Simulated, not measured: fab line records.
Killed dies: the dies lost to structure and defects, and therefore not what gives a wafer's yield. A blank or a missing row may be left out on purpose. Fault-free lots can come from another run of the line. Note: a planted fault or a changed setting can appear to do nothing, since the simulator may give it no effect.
Split-lot study :: flow n5_finfet :: route with 1938 steps; 7 lots, 21 wafers read

## ABOUT THE SPLIT
At N5_FIN_CUT_ETCH_21 (etches SOC in N2/H2, target depth 219 nm, overetch 43.8 nm, time 523.5 s), the setting bias_w was moved away from the recipe's 61 W on 7 of the 21 wafers read, by -17.2% to +17.1%. For the rest of the wafers, this setting stayed at what the recipe calls for.

Reading taken at the split's own step.

## THE READING
rf_vpp_V, in V, at N5_FIN_CUT_ETCH_21 (etches SOC in N2/H2, target depth 219 nm, overetch 43.8 nm, time 523.5 s). A value of 240.6 V with a standard deviation of 1.4 V is what fault-free wafers of this fab line usually give.

wafer: L074.1
tool, chamber at the split: rie_diel-05, 3
bias_w as run, W: 57.35
against the recipe: -6.0%
rf_vpp_V, V: 229.6
against lot-mates on the recipe: -10.6

wafer: L074.5
tool, chamber at the split: rie_diel-05, 2
bias_w as run, W: 57.35
against the recipe: -6.0%
rf_vpp_V, V: 232.0
against lot-mates on the recipe: -8.2

wafer: L074.6
tool, chamber at the split: rie_diel-05, 0
bias_w as run, W: 61
against the recipe: recipe
rf_vpp_V, V: 240.2
against lot-mates on the recipe: -

wafer: L076.4
tool, chamber at the split: rie_diel-02, 1
bias_w as run, W: 61
against the recipe: recipe
rf_vpp_V, V: 242.4
against lot-mates on the recipe: -

wafer: L076.5
tool, chamber at the split: rie_diel-02, 2
bias_w as run, W: 61
against the recipe: recipe
rf_vpp_V, V: 238.9
against lot-mates on the recipe: -

wafer: L076.6
tool, chamber at the split: rie_diel-02, 1
bias_w as run, W: 50.52
against the recipe: -17.2%
rf_vpp_V, V: 216.4
against lot-mates on the recipe: -24.2

wafer: L081.3
tool, chamber at the split: rie_diel-02, 0
bias_w as run, W: 71.42
against the recipe: +17.1%
rf_vpp_V, V: 263.9
against lot-mates on the recipe: +23.8

wafer: L081.5
tool, chamber at the split: rie_diel-02, 3
bias_w as run, W: 61
against the recipe: recipe
rf_vpp_V, V: 240.1
against lot-mates on the recipe: -

wafer: L081.6
tool, chamber at the split: rie_diel-02, 2
bias_w as run, W: 61
against the recipe: recipe
rf_vpp_V, V: 240.0
against lot-mates on the recipe: -

wafer: L086.1
tool, chamber at the split: rie_diel-05, 1
bias_w as run, W: 61
against the recipe: recipe
rf_vpp_V, V: 242.2
against lot-mates on the recipe: -

wafer: L086.3
tool, chamber at the split: rie_diel-05, 2
bias_w as run, W: 61
against the recipe: recipe
rf_vpp_V, V: 240.6
against lot-mates on the recipe: -

wafer: L086.6
tool, chamber at the split: rie_diel-05, 1
bias_w as run, W: 61
against the recipe: recipe
rf_vpp_V, V: 243.0
against lot-mates on the recipe: -

wafer: L089.1
tool, chamber at the split: rie_diel-05, 2
bias_w as run, W: 61
against the recipe: recipe
rf_vpp_V, V: 241.3
against lot-mates on the recipe: -

wafer: L089.2
tool, chamber at the split: rie_diel-05, 1
bias_w as run, W: 61
against the recipe: recipe
rf_vpp_V, V: 242.8
against lot-mates on the recipe: -

wafer: L089.4
tool, chamber at the split: rie_diel-05, 0
bias_w as run, W: 61
against the recipe: recipe
rf_vpp_V, V: 240.7
against lot-mates on the recipe: -

wafer: L090.1
tool, chamber at the split: rie_diel-05, 2
bias_w as run, W: 61
against the recipe: recipe
rf_vpp_V, V: 240.1
against lot-mates on the recipe: -

wafer: L090.3
tool, chamber at the split: rie_diel-05, 0
bias_w as run, W: 65.99
against the recipe: +8.2%
rf_vpp_V, V: 251.9
against lot-mates on the recipe: +11.6

wafer: L090.5
tool, chamber at the split: rie_diel-05, 0
bias_w as run, W: 61
against the recipe: recipe
rf_vpp_V, V: 240.6
against lot-mates on the recipe: -

wafer: L091.2
tool, chamber at the split: rie_diel-02, 3
bias_w as run, W: 51.94
against the recipe: -14.9%
rf_vpp_V, V: 217.6
against lot-mates on the recipe: -23.4

wafer: L091.4
tool, chamber at the split: rie_diel-02, 1
bias_w as run, W: 51.94
against the recipe: -14.9%
rf_vpp_V, V: 217.7
against lot-mates on the recipe: -23.3

wafer: L091.5
tool, chamber at the split: rie_diel-02, 3
bias_w as run, W: 61
against the recipe: recipe
rf_vpp_V, V: 241.0
against lot-mates on the recipe: -

THE FIT
A straight line over all 21 wafers: rf_vpp_V changes by +1.46 V for each +1% of bias_w; r = +0.99; the points scatter about the line by 1.3 V.
The same after taking each lot's own level away (the mean of its wafers on the recipe; 21 wafers): +1.47 V for each +1%; r = +1.00; scatter 1.1 V.
On that fit, the largest move of bias_w shifts the reading by 25 V.
From 240.05 to 241.93 V: that is the span of the lots' own levels, equal to 1.3 times the standard deviation above.
So the lot-to-lot level changes the slope little: the two slopes agree.
Check: -26 V against its lot-mates is what the line predicts for one of the wafers moved furthest among these (-17.2%) when that wafer is left out of the fit. It came out at -24.2 V against them.
Tool readings at the split's step, against how far the setting was moved: rf_vpp_V r = +0.99.

## FURTHER SPLITS ON THESE WAFERS
Other splits were also applied to these wafers ahead of the reading. Each is held against what the fit with the lots' levels taken away leaves over:
other split on the same wafers: N5_PMOS_HMC_CHANNEL_EPI_COAT_31 spin_rpm
wafers away from the commonest value: 7
r with rf_vpp_V (lot level and that fit taken away): +0.07

other split on the same wafers: N5_PMOS_HMC_CHANNEL_EPI_EXPOSE_06 dose_mj
wafers away from the commonest value: 5
r with rf_vpp_V (lot level and that fit taken away): +0.04

other split on the same wafers: N5_FIN_SAQP_ETCH_34 source_w
wafers away from the commonest value: 5
r with rf_vpp_V (lot level and that fit taken away): -0.03

## THE WHOLE CHAIN: every reading that the file lists as answering this split, in the file's order
step: N5_FIN_CUT_ETCH_21
what it does: etches SOC in N2/H2, target depth 219 nm, overetch 43.8 nm, time 523.5 s
reading: rf_vpp_V
change (the file's fit): +1.45 V for each +1% of the setting
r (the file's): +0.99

step: N5_FIN_CUT_ETCH_21
what it does: etches SOC in N2/H2, target depth 219 nm, overetch 43.8 nm, time 523.5 s
reading: SiARC_of_FIN_CUT_COAT_19.thk_nm (the simulator's own value, which no gauge read)
change (the file's fit): -0.0533 nm for each +1% of the setting
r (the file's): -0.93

## THE FILE'S OWN FIT
rf_vpp_V changes by +1.45 V for each +1% of bias_w, r = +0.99.
